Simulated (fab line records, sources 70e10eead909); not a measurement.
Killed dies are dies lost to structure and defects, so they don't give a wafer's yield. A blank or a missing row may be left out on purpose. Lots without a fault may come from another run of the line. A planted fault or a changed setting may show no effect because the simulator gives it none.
fab line records | flow nand_harc
record lots=24 wafers=72 last_day=33
route steps=1302 shown P_M2@336 P_BONDPAD@377 A_ZERO_WELL@403 A_CHANNEL_HOLE_D1@487 A_CHANNEL_FILL_D1@517
lots that met no fault: from a run of the same line without faults
start_h: hours from the record's first day to the start of the lot's first wafer shown | wait_h: hours since the lot's step before | " the same as in the row above | L1.1+2: a row that stands for several wafers | - no value, or no start given | * or withheld: withheld | < > ~ a bound
route shown NAME@n: a module of which the file shows steps, and the number in the route of the first | usual: mean/standard deviation of fault-free wafers | same: alike in all rows | chamber/n: place in a boat | sites: the reading at each site | _std_site: their standard deviation | _edge_site: outer sites' mean less inner sites' | radius_mm: how far each site lies from the wafer's centre | mask NAME#n: copy n | behind: the tool/chamber that last shaped the wafer | hold: why the lot was held/for how many hours/how that ended | device: the transistor (n, p or np) that didn't switch | end of line: the same wafers' tests at the end of the route | a step without rows: its recipe alone | killed: dies lost to structure and defects at the first sort, not the wafer's yield | map: a wafer's dies, x killed, . not, _ none there
set.NAME: the setting as run; set.NAME@STEP: as run at that earlier step | model.NAME: the simulator's own value behind a step, which no gauge read
steps of the route over a sample of lots; a table a step, a row a wafer
services: from which hour (start_h, from the record's first day; less than 0 if before it) a tool's chamber was out of use, for how many hours, and why
## steps
# step NHARC_P_M2_ETCH_28
# recipe target_depth_a=300 over_etch_frac=0.3 time_s=72.99 ion_energy_ev=150 cf4_flow_sccm=50 n2_flow_sccm=100 ar_flow_sccm=150 rf_w=300 bias_w=100 chemistry=CF4/N2
# usual bias_w=100.0/0.31 drypump_motor_current_A=5.7/0.54 oes_product_au=1.000/0.014 rf_vpp_V=315.5/1.7 showerhead_plenum_p_Torr=2.71/0.09 throttle_valve_pct=19.794/0.0088
# columns lot.wafer tool chamber start_h wait_h bias_w drypump_motor_current_A oes_product_au rf_hours_counter_h rf_vpp_V showerhead_plenum_p_Torr throttle_valve_pct
L074.1 rie_diel-04 0 - - 100.3 5.4 1.003 6.5 317.9 2.82 19.779
L074.3 " 3 " " 99.9 6.3 1.035 6.9 317.6 2.78 19.806
L074.5 " 3 " " 100.4 6.3 1.028 - 317.5 2.79 19.789
L075.4 rie_diel-11 0 - - 100.0 5.6 0.971 2.5 314.0 2.65 19.803
L075.3 " 1 " " 100.5 4.9 1.008 1.8 316.4 2.71 19.795
L075.2 " 2 " " 100.2 6.6 0.993 1.9 313.6 2.58 19.785
L076.1 rie_diel-04 3 - - 99.8 6.3 1.004 8.9 316.5 2.78 19.802
L076.3 " 0 " " 100.0 5.4 1.003 8.4 316.4 2.82 19.794
L076.4 " 2 " " 100.2 5.8 1.030 - 315.3 2.77 19.797
L077.2 rie_diel-04 2 - - 100.1 5.8 1.022 11.0 317.5 2.77 19.787
L077.1 " 3 " " 99.4 6.3 1.013 10.7 316.4 2.78 19.799
L077.6 " 0 " " 99.7 5.4 1.009 - 317.6 2.82 19.786
L078.4 rie_diel-11 0 - - 100.0 5.6 0.979 3.9 314.6 2.65 19.798
L078.2 " 3 " " 100.4 5.5 1.009 3.8 315.2 2.79 19.813
L078.6 " 0 " " 100.3 5.6 0.974 - 313.8 2.65 19.790
L079.3 rie_diel-11 3 - - 99.9 5.5 1.025 4.0 317.7 2.79 19.794
L079.5 " 1 " " 99.8 4.9 0.998 - 315.8 2.71 19.782
L079.6 " 2 " " 100.0 6.6 0.990 - 314.6 2.58 19.809
L080.4 rie_diel-11 1 - - 99.7 4.9 0.992 3.5 315.5 2.71 19.783
L080.1 " 2 " " 99.3 6.7 0.998 3.9 313.0 2.58 19.781
L080.5 " 2 " " 100.0 6.6 1.000 - 313.1 2.57 19.803
L081.3 rie_diel-11 0 - - 99.7 5.6 0.991 5.7 315.5 2.65 19.807
L081.2 " 1 " " 100.2 4.9 1.005 5.0 314.7 2.71 19.784
L081.6 " 2 " " 100.2 6.6 1.005 - 314.1 2.57 19.789
L082.1 rie_diel-04 0 - - 100.0 5.4 1.009 2.4 317.7 2.82 19.787
L082.4 " 3 " " 100.5 6.3 1.003 2.2 316.6 2.78 19.784
L082.5 " 1 " " 100.1 4.7 0.996 - 317.2 2.80 19.791
L083.1 rie_diel-10 2 - - 99.9 5.7 1.000 6.9 313.6 2.54 19.790
L083.3 " 0 " " 100.2 5.6 0.996 7.4 315.0 2.70 19.796
L083.5 " 2 " " 100.1 5.7 0.991 - 313.3 2.54 19.785
L084.3 rie_diel-04 0 - - 99.8 5.4 1.010 4.0 315.4 2.82 19.796
L084.1 " 1 " " 100.1 4.7 0.976 3.7 318.1 2.80 19.803
L084.5 " 0 " " 99.5 5.4 1.011 - 318.1 2.82 19.794
L085.3 rie_diel-10 3 - - 100.5 6.4 0.994 7.9 315.7 2.74 19.787
L085.2 " 1 " " 99.8 5.4 0.987 7.3 312.6 2.60 19.786
L085.6 " 0 " " 100.0 5.6 0.995 - 315.9 2.70 19.805
L086.3 rie_diel-04 2 - - 99.8 5.8 0.980 4.0 316.3 2.77 19.787
L086.1 " 3 " " 100.4 6.3 1.002 4.4 317.0 2.78 19.798
L086.4 " 0 " " 100.1 5.4 0.996 4.9 316.8 2.82 19.798
L087.2 rie_diel-10 3 - - 99.1 6.4 1.001 0.4 316.1 2.74 19.802
L087.1 " 0 " " 99.8 5.6 1.004 0.6 315.1 2.70 19.794
L087.6 " 1 " " 100.1 5.4 0.980 - 312.5 2.60 19.800
L088.3 rie_diel-10 1 - - 100.0 5.4 0.982 1.9 315.5 2.60 19.791
L088.1 " 3 " " 99.8 6.4 0.988 2.0 317.6 2.74 19.793
L088.5 " 2 " " 100.3 5.7 0.998 - 311.7 2.54 19.800
L089.3 rie_diel-04 2 - - 99.7 5.8 1.001 5.7 316.4 2.77 19.805
L089.5 " 2 " " 99.5 5.8 1.004 - 317.0 2.77 19.814
L089.6 " 3 " " 99.7 6.3 1.002 - 316.7 2.78 19.788
L090.1 rie_diel-11 2 - - 100.1 6.6 0.992 2.6 314.2 2.57 19.777
L090.2 " 3 " " 100.0 5.5 1.020 2.4 317.4 2.79 19.770
L090.4 " 0 " " 100.1 5.7 1.019 1.9 313.5 2.65 19.794
L091.4 rie_diel-04 0 - - 100.2 5.4 1.017 8.4 318.8 2.81 19.789
L091.5 " 3 " " 100.1 6.3 1.001 - 318.0 2.78 19.805
L091.6 " 0 " " 100.1 5.4 1.013 - 317.2 2.81 19.785
L092.4 rie_diel-10 3 - - 100.6 6.4 0.992 4.2 316.3 2.74 19.788
L092.5 " 0 " " 100.0 5.6 1.005 - 314.3 2.70 19.788
L092.6 " 1 " " 100.3 5.4 0.990 - 313.5 2.60 19.791
L093.4 rie_diel-10 3 - - 100.4 6.4 1.000 4.8 315.4 2.74 19.794
L093.1 " 0 " " 99.7 5.6 1.006 4.9 317.4 2.70 19.785
L093.5 " 0 " " 99.9 5.6 1.015 - 314.9 2.70 19.806
L094.4 rie_diel-11 3 - - 99.7 5.5 1.018 3.1 317.1 2.79 19.795
L094.1 " 2 " " 100.2 6.5 0.985 3.3 314.4 2.57 19.788
L094.5 " 0 " " 99.7 5.6 1.006 - 316.2 2.65 19.796
L095.3 rie_diel-11 0 - - 99.7 5.6 1.007 2.9 314.8 2.65 19.800
L095.1 " 2 " " 99.9 6.6 0.987 4.1 312.1 2.57 19.786
L095.5 " 0 " " 99.2 5.7 1.000 - 314.4 2.65 19.806
L096.4 rie_diel-11 2 - - 100.3 6.6 0.980 4.4 313.5 2.57 19.804
L096.1 " 3 " " 100.2 5.5 1.016 4.1 316.2 2.79 19.792
L096.6 " 2 " " 100.3 6.6 0.982 - 313.4 2.57 19.790
L097.4 rie_diel-10 0 - - 100.1 5.6 1.018 6.4 315.0 2.70 19.802
L097.1 " 2 " " 100.1 5.7 1.007 5.1 312.9 2.54 19.794
L097.3 " 3 " " 100.5 6.4 0.996 6.3 316.4 2.74 19.781
# step NHARC_P_BONDPAD_PVD_27
# recipe target_thk_a=300 chamber_pressure_pa=5 power_w=5000 substrate_temp_c=30 time_s=20.49 material=Cu
# usual throttle_valve_pct=30.3/0.98
# columns lot.wafer tool chamber start_h wait_h throttle_valve_pct
L074.3 pvd_sputter-03 - - - 29.7
L074.1 " - " " 28.9
L074.5 " - " " 30.5
L075.2 pvd_sputter-02 - - - 31.3
L075.4 " - " " 29.9
L075.3 " - " " 31.9
L076.1 pvd_sputter-02 - - - 30.0
L076.3 " - " " 32.0
L076.4 " - " " 31.1
L077.1 pvd_sputter-03 - - - 30.1
L077.2 " - " " 29.4
L077.6 " - " " 28.9
L078.4 pvd_sputter-03 - - - 30.0
L078.2 " - " " 30.1
L078.6 " - " " 30.0
L079.3 pvd_sputter-01 - - - 30.4
L079.6 " - " " 29.1
L079.5 " - " " 30.5
L080.1 pvd_sputter-01 - - - 30.0
L080.4 " - " " 29.1
L080.5 " - " " 30.1
L081.3 pvd_sputter-01 - - - 30.1
L081.2 " - " " 29.4
L081.6 " - " " 31.1
L082.4 pvd_sputter-01 - - - 30.0
L082.1 " - " " 29.4
L082.5 " - " " 31.0
L083.1 pvd_sputter-02 - - - 30.5
L083.3 " - " " 30.2
L083.5 " - " " 31.4
L084.3 pvd_sputter-01 - - - 29.9
L084.1 " - " " 29.0
L084.5 " - " " 32.0
L085.2 pvd_sputter-01 - - - 29.1
L085.3 " - " " 31.5
L085.6 " - " " 29.3
L086.1 pvd_sputter-02 - - - 30.7
L086.4 " - " " 29.9
L086.3 " - " " 32.2
L087.2 pvd_sputter-01 - - - 31.5
L087.1 " - " " 30.6
L087.6 " - " " 29.2
L088.3 pvd_sputter-03 - - - 30.0
L088.1 " - " " 30.1
L088.5 " - " " 29.7
L089.3 pvd_sputter-03 - - - 28.4
L089.6 " - " " 29.3
L089.5 " - " " 30.1
L090.1 pvd_sputter-03 - - - 30.3
L090.2 " - " " 29.3
L090.4 " - " " 30.1
L091.4 pvd_sputter-01 - - - 29.1
L091.5 " - " " 30.4
L091.6 " - " " 29.2
L092.4 pvd_sputter-02 - - - 32.5
L092.6 " - " " 32.3
L092.5 " - " " 31.7
L093.1 pvd_sputter-03 - - - 30.0
L093.4 " - " " 28.5
L093.5 " - " " 29.0
L094.1 pvd_sputter-02 - - - 30.1
L094.4 " - " " 29.6
L094.5 " - " " 30.3
L095.3 pvd_sputter-03 - - - 29.7
L095.1 " - " " 30.1
L095.5 " - " " 29.5
L096.4 pvd_sputter-02 - - - 30.3
L096.1 " - " " 29.7
L096.6 " - " " 31.4
L097.3 pvd_sputter-02 - - - 31.7
L097.4 " - " " 30.5
L097.1 " - " " 29.8
# step NHARC_A_ZERO_WELL_DESCUM_12
# recipe time_s=3 o2_flow_sccm=200 ar_flow_sccm=0 bias_power_w=0 chemistry=O2
# usual drypump_motor_current_A=5.7/0.4 oes_product_au=1.002/0.012 rf_vpp_V=58.0/0.96 showerhead_plenum_p_Torr=1.93/0.11 throttle_valve_pct=11.311/0.0093
# columns lot.wafer tool chamber start_h wait_h drypump_motor_current_A oes_product_au rf_hours_counter_h rf_vpp_V showerhead_plenum_p_Torr throttle_valve_pct
L074.1 rie_diel-12 1 132.21 - 5.6 1.005 1 59.5 2.04 11.310
L074.3 " 0 " " 6.3 1.010 1 57.7 1.86 11.312
L074.5 " 1 " " 5.6 0.999 - 57.0 2.04 11.297
L075.3 rie_diel-12 0 154.38 - 6.2 1.004 1 56.4 1.86 11.289
L075.4 " 1 " " 5.6 0.989 2 59.6 2.04 11.316
L075.2 " 3 " " 5.7 1.007 1 59.4 2.07 11.316
L076.3 rie_diel-06 1 162.72 - 5.2 0.986 2 56.2 1.85 11.306
L076.4 " 2 " " 5.7 0.984 3 58.5 1.91 11.327
L076.1 " 3 " " 5.1 0.997 4 57.6 1.86 11.323
L077.1 rie_diel-12 2 169.64 - 5.1 1.015 2 57.7 1.80 11.313
L077.2 " 1 " " 5.6 0.992 2 59.7 2.04 11.304
L077.6 " 2 " " 5.2 1.014 - 57.0 1.80 11.302
L078.4 rie_diel-12 3 182.32 - 5.7 1.004 2 57.9 2.07 11.311
L078.2 " 1 " " 5.6 0.984 2 58.5 2.04 11.312
L078.6 " 3 " " 5.7 1.009 - 58.9 2.07 11.299
L079.3 rie_diel-12 0 192.63 - 6.2 0.997 2 58.7 1.86 11.305
L079.5 " 0 " " 6.2 1.003 - 56.9 1.86 11.307
L079.6 " 1 " " 5.6 0.986 - 58.8 2.04 11.331
L080.4 rie_diel-12 0 194.65 - 6.2 0.994 2 57.1 1.86 11.303
L080.1 " 3 " " 5.7 1.011 2 57.5 2.07 11.321
L080.5 " 0 " " 6.2 0.993 - 57.9 1.86 11.311
L081.3 rie_diel-12 1 208.13 - 5.6 1.003 3 58.0 2.04 11.322
L081.2 " 2 " " 5.1 1.008 3 57.1 1.80 11.310
L081.6 " 0 " " 6.2 1.006 - 58.1 1.86 11.312
L082.1 rie_diel-12 3 217.70 - 5.7 1.012 3 56.9 2.07 11.302
L082.4 " 0 " " 6.2 1.004 3 57.8 1.86 11.328
L082.5 " 2 " " 5.1 1.011 - 56.9 1.80 11.317
L083.1 rie_diel-12 1 230.89 - 5.6 0.998 3 58.4 2.04 11.310
L083.3 " 3 " " 5.7 1.015 4 59.5 2.07 11.305
L083.5 " 1 " " 5.6 1.004 - 58.5 2.03 11.310
L084.1 rie_diel-12 2 241.66 - 5.1 1.019 4 57.0 1.80 11.316
L084.3 " 1 " " 5.6 0.993 4 57.6 2.03 11.290
L084.5 " 2 " " 5.1 1.023 - 60.1 1.80 11.305
L085.3 rie_diel-12 0 250.38 - 6.2 1.008 4 58.1 1.86 11.308
L085.2 " 2 " " 5.1 1.033 4 57.2 1.80 11.301
L085.6 " 0 " " 6.2 1.003 - 57.1 1.86 11.312
L086.3 rie_diel-06 3 254.12 - 5.1 1.006 20 56.1 1.86 11.289
L086.1 " 0 " " 5.8 1.003 19 58.2 1.77 11.312
L086.4 " 2 " " 5.8 0.982 21 55.4 1.91 11.301
L087.2 rie_diel-02 2 268.81 - 6.0 1.022 14 56.8 1.86 11.306
L087.1 " 0 " " 5.7 0.990 14 60.0 2.05 11.315
L087.6 " 2 " " 6.0 1.014 - 57.5 1.86 11.326
L088.3 rie_diel-12 0 290.98 - 6.2 0.995 1 58.2 1.86 11.328
L088.1 " 1 " " 5.6 0.990 1 59.2 2.03 11.308
L088.5 " 3 " " 5.7 0.992 - 58.7 2.07 11.295
L089.3 rie_diel-12 1 291.78 - 5.6 0.973 1 57.9 2.03 11.323
L089.5 " 1 " " 5.6 0.978 - 57.7 2.03 11.289
L089.6 " 2 " " 5.1 1.018 - 58.3 1.80 11.311
L090.1 rie_diel-12 1 309.45 - 5.6 0.987 1 57.3 2.03 11.308
L090.2 " 2 " " 5.1 1.014 1 55.6 1.80 11.309
L090.4 " 2 " " 5.2 1.011 - 56.9 1.80 11.304
L091.4 rie_diel-12 3 315.00 - 5.7 0.990 1 57.5 2.07 11.292
L091.5 " 0 " " 6.2 0.992 - 56.5 1.86 11.314
L091.6 " 1 " " 5.6 0.977 - 59.5 2.03 11.305
L092.4 rie_diel-12 1 315.65 - 5.6 0.993 2 59.4 2.03 11.306
L092.6 " 1 " " 5.6 0.984 - 56.7 2.03 11.307
L092.5 " 2 " " 5.1 1.011 - 57.9 1.80 11.315
L093.1 rie_diel-02 2 333.40 - 6.0 1.020 33 58.9 1.86 11.315
L093.4 " 3 " " 6.6 1.005 29 58.9 2.07 11.295
L093.5 " 0 " " 5.8 1.001 - 58.5 2.05 11.301
L094.4 rie_diel-06 2 333.80 - 5.7 1.017 3 57.9 1.90 11.303
L094.1 " 3 " " 5.1 1.004 5 57.7 1.85 11.304
L094.5 " 3 " " 5.1 0.998 - 57.5 1.86 11.317
L095.3 rie_diel-12 1 343.64 - 5.6 0.969 2 58.5 2.03 11.313
L095.1 " 2 " " 5.1 1.005 3 57.1 1.80 11.311
L095.5 " 0 " " 6.2 0.986 - 57.9 1.86 11.324
L096.1 rie_diel-12 3 353.81 - 5.7 1.007 3 57.5 2.07 11.305
L096.4 " 2 " " 5.1 1.005 3 57.6 1.80 11.323
L096.6 " 0 " " 6.2 1.007 - 60.4 1.86 11.317
L097.1 rie_diel-12 0 372.71 - 6.2 0.997 4 57.4 1.86 11.303
L097.4 " 1 " " 5.6 0.977 4 59.1 2.03 11.313
L097.3 " 2 " " 5.1 0.996 4 56.5 1.80 11.314
# step NHARC_A_ZERO_WELL_ETCH_19
# recipe target_depth_a=800 overetch_a=240 time_s=87.88 ion_energy_ev=200 n2_flow_sccm=150 h2_flow_sccm=150 ar_flow_sccm=0 rf_w=400 bias_w=150 chemistry=N2/H2
# usual bias_w=150.1/0.5 drypump_motor_current_A=5.7/0.39 oes_product_au=1.002/0.013 rf_vpp_V=431/3.5 showerhead_plenum_p_Torr=2.06/0.12 throttle_valve_pct=14.173/0.0095
# columns lot.wafer tool chamber start_h wait_h bias_w drypump_motor_current_A oes_product_au rf_hours_counter_h rf_vpp_V showerhead_plenum_p_Torr throttle_valve_pct
L074.1 rie_diel-12 0 132.30 0.1 149.1 6.2 1.000 1 428 1.98 14.158
L074.3 " 2 " " 149.4 5.1 1.015 1 427 1.92 14.170
L074.5 " 0 " " 149.2 6.2 1.007 - 428 1.98 14.190
L075.2 rie_diel-12 1 154.46 0.1 149.7 5.6 1.000 2 434 2.17 14.161
L075.4 " 2 " " 150.2 5.1 1.009 2 427 1.92 14.176
L075.3 " 0 " " 149.5 6.2 0.997 1 430 1.98 14.163
L076.3 rie_diel-06 0 162.81 0.1 149.8 5.9 0.999 3 427 1.89 14.179
L076.1 " 1 " " 150.4 5.2 0.984 2 428 1.97 14.175
L076.4 " 2 " " 150.6 5.8 0.979 3 430 2.04 14.184
L077.2 rie_diel-12 2 169.72 0.1 149.9 5.1 1.006 2 427 1.92 14.169
L077.1 " 1 " " 150.0 5.6 0.997 2 434 2.17 14.161
L077.6 " 2 " " 149.3 5.1 0.998 - 428 1.92 14.165
L078.4 rie_diel-12 0 182.41 0.1 150.6 6.2 1.004 2 428 1.98 14.173
L078.2 " 2 " " 149.2 5.1 1.009 2 426 1.92 14.160
L078.6 " 0 " " 150.2 6.2 1.012 - 428 1.98 14.168
L079.3 rie_diel-12 0 192.72 0.1 149.6 6.2 1.012 2 427 1.98 14.164
L079.5 " 3 " " 149.4 5.7 1.011 - 436 2.21 14.172
L079.6 " 0 " " 149.0 6.2 0.995 - 429 1.98 14.183
L080.4 rie_diel-12 3 194.73 0.1 148.8 5.6 1.012 2 435 2.21 14.169
L080.1 " 0 " " 149.8 6.2 0.999 2 429 1.98 14.167
L080.5 " 3 " " 149.3 5.6 1.011 - 435 2.21 14.155
L081.3 rie_diel-12 3 208.20 0.1 150.0 5.6 1.011 3 434 2.21 14.168
L081.2 " 1 " " 150.2 5.6 0.987 3 434 2.17 14.177
L081.6 " 0 " " 150.1 6.2 1.012 - 429 1.98 14.178
L082.4 rie_diel-12 1 217.78 0.1 149.8 5.6 0.987 3 434 2.17 14.182
L082.1 " 0 " " 150.1 6.2 0.994 3 429 1.98 14.182
L082.5 " 2 " " 149.2 5.2 1.006 - 426 1.92 14.165
L083.1 rie_diel-12 2 230.96 0.1 150.5 5.1 1.006 4 427 1.92 14.184
L083.3 " 1 " " 149.5 5.6 0.992 3 434 2.17 14.162
L083.5 " 3 " " 150.3 5.7 0.999 - 435 2.21 14.166
L084.1 rie_diel-12 3 241.74 0.1 150.7 5.7 1.024 4 436 2.21 14.170
L084.3 " 0 " " 149.9 6.2 1.005 4 430 1.98 14.185
L084.5 " 0 " " 149.3 6.2 1.012 - 430 1.98 14.165
L085.3 rie_diel-12 2 250.47 0.1 149.5 5.1 1.004 4 427 1.92 14.176
L085.2 " 3 " " 150.3 5.7 1.007 4 434 2.21 14.166
L085.6 " 1 " " 149.8 5.6 0.995 - 435 2.17 14.172
L086.4 rie_diel-06 1 254.21 0.1 150.0 5.2 1.001 18 429 1.96 14.159
L086.1 " 3 " " 150.0 5.1 1.000 20 429 1.98 14.178
L086.3 " 0 " " 150.7 5.8 0.993 19 424 1.88 14.186
L087.1 rie_diel-02 3 268.90 0.1 150.6 6.6 1.016 14 435 2.21 14.190
L087.2 " 1 " " 150.4 6.1 1.004 14 431 2.06 14.178
L087.6 " 0 " " 150.1 5.7 1.002 - 433 2.19 14.159
L088.1 rie_diel-12 0 291.07 0.1 151.2 6.2 1.015 1 429 1.98 14.175
L088.3 " 1 " " 149.8 5.6 0.980 1 433 2.17 14.183
L088.5 " 2 " " 149.7 5.2 1.030 - 427 1.92 14.169
L089.3 rie_diel-12 0 291.87 0.1 149.9 6.2 0.998 1 428 1.98 14.186
L089.6 " 3 " " 150.1 5.7 0.995 - 436 2.21 14.175
L089.5 " 0 " " 149.6 6.2 0.995 - 428 1.98 14.193
L090.1 rie_diel-12 2 309.56 0.1 150.0 5.1 1.006 1 426 1.92 14.180
L090.2 " 1 " " 149.5 5.6 0.983 1 433 2.17 14.169
L090.4 " 3 " " 149.8 5.7 1.009 - 435 2.21 14.165
L091.4 rie_diel-12 0 315.08 0.1 149.8 6.2 0.991 2 427 1.98 14.178
L091.5 " 2 " " 149.9 5.1 1.012 - 427 1.92 14.164
L091.6 " 3 " " 150.2 5.7 0.991 - 436 2.21 14.181
L092.4 rie_diel-12 1 315.74 0.1 150.0 5.6 0.987 2 435 2.17 14.197
L092.6 " 1 " " 150.3 5.6 0.988 - 434 2.17 14.174
L092.5 " 2 " " 149.4 5.1 1.005 - 427 1.92 14.166
L093.4 rie_diel-02 1 333.46 0.1 150.0 6.2 1.021 35 431 2.05 14.169
L093.1 " 2 " " 150.3 6.0 1.025 33 429 1.98 14.156
L093.5 " 1 " " 149.2 6.1 1.016 - 430 2.05 14.186
L094.1 rie_diel-06 1 333.89 0.1 150.2 5.2 0.999 3 428 1.96 14.177
L094.4 " 0 " " 150.3 5.8 1.012 6 426 1.88 14.153
L094.5 " 2 " " 150.9 5.7 1.019 - 431 2.03 14.175
L095.1 rie_diel-12 2 343.72 0.1 151.0 5.1 1.012 3 430 1.92 14.191
L095.3 " 1 " " 150.7 5.6 0.980 2 434 2.17 14.178
L095.5 " 3 " " 150.7 5.7 0.996 - 435 2.21 14.182
L096.4 rie_diel-12 3 353.90 0.1 150.7 5.7 0.992 3 436 2.21 14.181
L096.1 " 1 " " 150.0 5.6 0.968 3 435 2.17 14.152
L096.6 " 3 " " 149.6 5.7 1.000 - 435 2.21 14.187
L097.4 rie_diel-12 1 372.78 0.1 149.9 5.6 0.984 4 433 2.17 14.175
L097.1 " 3 " " 150.7 5.7 0.987 4 435 2.21 14.180
L097.3 " 0 " " 150.2 6.2 0.991 4 428 1.98 14.166
# step NHARC_A_CHANNEL_HOLE_D1_CD_MEAS_30
# usual cd_nm=90.0/1.9
# columns lot.wafer tool chamber start_h wait_h cd_nm
L074.1 cd_sem-02 - 177.78 - 93.8
L074.3 " - " " 93.4
L074.5 " - " " 90.8
L075.2 cd_sem-02 - 207.75 - 88.9
L075.3 " - " " 90.5
L075.4 " - " " 88.3
L076.1 cd_sem-02 - 212.79 - 86.2
L076.3 " - " " 91.0
L076.4 " - " " 90.1
L078.2 cd_sem-02 - 233.64 - 92.5
L078.4 " - " " 92.0
L078.6 " - " " 94.5
L077.1 cd_sem-01 - 235.78 - 89.0
L077.2 " - " " 92.8
L077.6 " - " " 88.8
L080.1 cd_sem-01 - 242.15 - 94.9
L080.4 " - " " 91.6
L080.5 " - " " 93.8
L079.3 cd_sem-01 - 245.16 - 89.2
L079.5 " - " " 92.7
L079.6 " - " " 92.7
L081.2 cd_sem-03 - 262.37 - 89.2
L081.3 " - " " 90.7
L081.6 " - " " 91.0
L082.1 cd_sem-03 - 267.39 - 87.7
L082.4 " - " " 90.8
L082.5 " - " " 89.7
L083.1 cd_sem-02 - 278.56 - 91.0
L083.3 " - " " 90.1
L083.5 " - " " 90.3
L084.1 cd_sem-01 - 297.24 - 89.1
L084.3 " - " " 91.2
L084.5 " - " " 90.7
L085.2 cd_sem-01 - 301.12 - 88.6
L085.3 " - " " 88.8
L085.6 " - " " 91.5
L086.1 cd_sem-01 - 304.69 - 93.3
L086.3 " - " " 90.9
L086.4 " - " " 89.3
L087.1 cd_sem-03 - 313.68 - 87.7
L087.2 " - " " 90.4
L087.6 " - " " 91.0
L089.3 cd_sem-03 - 342.41 - 88.9
L089.5 " - " " 87.0
L089.6 " - " " 87.9
L088.1 cd_sem-02 - 349.82 - 89.1
L088.3 " - " " 92.8
L088.5 " - " " 90.0
L090.1 cd_sem-01 - 358.10 - 90.3
L090.2 " - " " 85.9
L090.4 " - " " 90.5
L091.4 cd_sem-02 - 365.28 - 87.8
L091.5 " - " " 90.1
L091.6 " - " " 88.9
L092.4 cd_sem-03 - 367.51 - 91.9
L092.5 " - " " 91.1
L092.6 " - " " 89.3
L094.1 cd_sem-02 - 381.21 - 88.5
L094.4 " - " " 89.0
L094.5 " - " " 89.0
L093.1 cd_sem-01 - 385.37 - 90.8
L093.4 " - " " 86.1
L093.5 " - " " 89.8
L095.1 cd_sem-02 - 397.49 - 85.9
L095.3 " - " " 89.0
L095.5 " - " " 88.4
L096.1 cd_sem-02 - 402.10 - 92.0
L096.4 " - " " 87.5
L096.6 " - " " 90.0
L097.1 cd_sem-03 - 422.21 0.1 90.6
L097.3 " - " " 88.6
L097.4 " - " " 87.5
# step NHARC_A_CHANNEL_FILL_D1_INSPECT_13
# usual raw_defect_count=304/110
# columns lot.wafer tool chamber start_h wait_h raw_defect_count
L074.1 defect_inspect-01 - 223.24 0.0 174
L074.3 " - " " 284
L074.5 " - " " 509
L075.2 defect_inspect-02 - 258.05 0.0 368
L075.3 " - " " 168
L075.4 " - " " 270
L076.1 defect_inspect-01 - 263.37 0.0 169
L076.3 " - " " 214
L076.4 " - " " 214
L077.1 defect_inspect-02 - 283.43 0.0 301
L077.2 " - " " 569
L077.6 " - " " 381
L078.2 defect_inspect-01 - 283.45 0.0 295
L078.4 " - " " 319
L078.6 " - " " 322
L080.1 defect_inspect-02 - 291.13 0.0 294
L080.4 " - " " 179
L080.5 " - " " 213
L079.3 defect_inspect-02 - 298.36 0.0 213
L079.5 " - " " 291
L079.6 " - " " 325
L081.2 defect_inspect-02 - 312.75 0.0 267
L081.3 " - " " 233
L081.6 " - " " 318
L082.1 defect_inspect-01 - 319.95 0.0 267
L082.4 " - " " 283
L082.5 " - " " 394
L083.1 defect_inspect-01 - 327.87 0.0 230
L083.3 " - " " 452
L083.5 " - " " 253
L084.1 defect_inspect-02 - 347.78 0.0 350
L084.3 " - " " 487
L084.5 " - " " 158
L085.2 defect_inspect-01 - 352.23 0.0 382
L085.3 " - " " 387
L085.6 " - " " 323
L086.1 defect_inspect-01 - 360.99 0.0 395
L086.3 " - " " 335
L086.4 " - " " 425
L087.1 defect_inspect-02 - 360.99 0.0 326
L087.2 " - " " 269
L087.6 " - " " 577
L089.3 defect_inspect-02 - 393.25 0.0 339
L089.5 " - " " 401
L089.6 " - " " 357
L088.1 defect_inspect-02 - 398.19 0.0 270
L088.3 " - " " 288
L088.5 " - " " 271
L090.1 defect_inspect-02 - 407.81 0.0 257
L090.2 " - " " 325
L090.4 " - " " 374
L092.4 defect_inspect-02 - 414.22 0.0 348
L092.5 " - " " 187
L092.6 " - " " 210
L091.4 defect_inspect-01 - 414.22 0.0 170
L091.5 " - " " 262
L091.6 " - " " 190
L094.1 defect_inspect-01 - 433.09 0.0 526
L094.4 " - " " 580
L094.5 " - " " 494
L093.1 defect_inspect-02 - 433.09 0.0 212
L093.4 " - " " 392
L093.5 " - " " 495
L095.1 defect_inspect-01 - 447.09 0.0 197
L095.3 " - " " 231
L095.5 " - " " 220
L096.1 defect_inspect-02 - 453.60 0.0 170
L096.4 " - " " 360
L096.6 " - " " 346
L097.1 defect_inspect-01 - 473.64 0.0 225
L097.3 " - " " 139
L097.4 " - " " 144
## services
# columns tool chamber start_h hours kind
rie_diel-11 2 100.91 7.7 repair
pvd_sputter-02 - 104.00 10.0 pm
rie_diel-04 1 123.77 11.1 repair
rie_diel-12 2 123.81 3.2 repair
rie_diel-04 1 144.64 26.8 repair
rie_diel-11 3 152.50 3.1 repair
pvd_sputter-01 - 163.76 1.7 repair
rie_diel-11 - 167.54 1.1 repair
rie_diel-04 - 177.90 9.0 pm
rie_diel-11 1 179.31 1.3 repair
pvd_sputter-03 - 191.43 10.0 pm
rie_diel-12 3 220.02 7.5 repair
rie_diel-12 0 221.73 5.2 repair
pvd_sputter-01 - 226.08 10.0 pm
rie_diel-04 - 227.89 0.5 repair
rie_diel-11 3 240.03 13.1 repair
rie_diel-11 0 249.90 33.1 repair
rie_diel-11 - 255.50 9.0 pm
rie_diel-12 - 268.51 9.0 pm
rie_diel-12 - 281.84 0.7 repair
pvd_sputter-02 - 282.00 10.0 pm
rie_diel-12 3 293.25 15.9 repair
rie_diel-12 0 305.73 4.8 repair
rie_diel-04 - 354.90 9.0 pm
## key
fault none
